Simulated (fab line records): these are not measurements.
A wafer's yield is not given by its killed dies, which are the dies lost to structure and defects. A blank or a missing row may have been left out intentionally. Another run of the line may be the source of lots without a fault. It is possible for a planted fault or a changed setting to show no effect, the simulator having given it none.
Chamber matching -- flow nandHarc -- NHARC_A_BLC_ALD_23 on aldMetal-02 has 4 sister chambers
The step deposits TiN, target thk 3 nm, pulse time 1 s, ald cycles 150. 4 wafers are shown with their chamber, then 10 later ones without.

## EACH WAFER AND ITS CHAMBER
wafer,chamber,heaterPowerW (W)
L082.1,3,1114
L082.2,2,1218
L087.1,1,964
L087.3,0,1237

## WAFERS WHOSE CHAMBER IS MISSING
wafer,heaterPowerW (W)
L087.6,1223
L088.2,1236
L088.3,1115
L088.5,1194
L094.1,1186
L094.4,1210
L094.5,975
L096.1,1129
L096.3,954
L096.4,1234

## CHAMBER TAKEN BY EACH
wafer,from the rows above,in truth
L087.6,can't be placed: 2 or 0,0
L088.2,can't be placed: 0 or 2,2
L088.3,3,3
L088.5,can't be placed: 2 or 0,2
L094.1,can't be placed: 2 or 0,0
L094.4,can't be placed: 2 or 0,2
L094.5,1,1
L096.1,3,3
L096.3,1,1
L096.4,can't be placed: 0 or 2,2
Correct placement for 4 of the 10. Cannot be placed on the basis of these rows: 6; the candidates contain the true chamber in 6. Number placed wrongly: 0.
How it was worked out, from the rows above alone: a wafer's distance from a chamber is the root of the sum, over the readings, of the square of ((its reading less the chamber's mean) divided by the reading's scatter). The wafer belongs to the nearest chamber; if the next one is less than 2 further off, it can't be placed. Each chamber's mean is taken over the wafers shown for it. The scatter (one wafer shown for each chamber): square how far every hidden wafer sits from the nearest shown wafer, average those squares and take the square root.
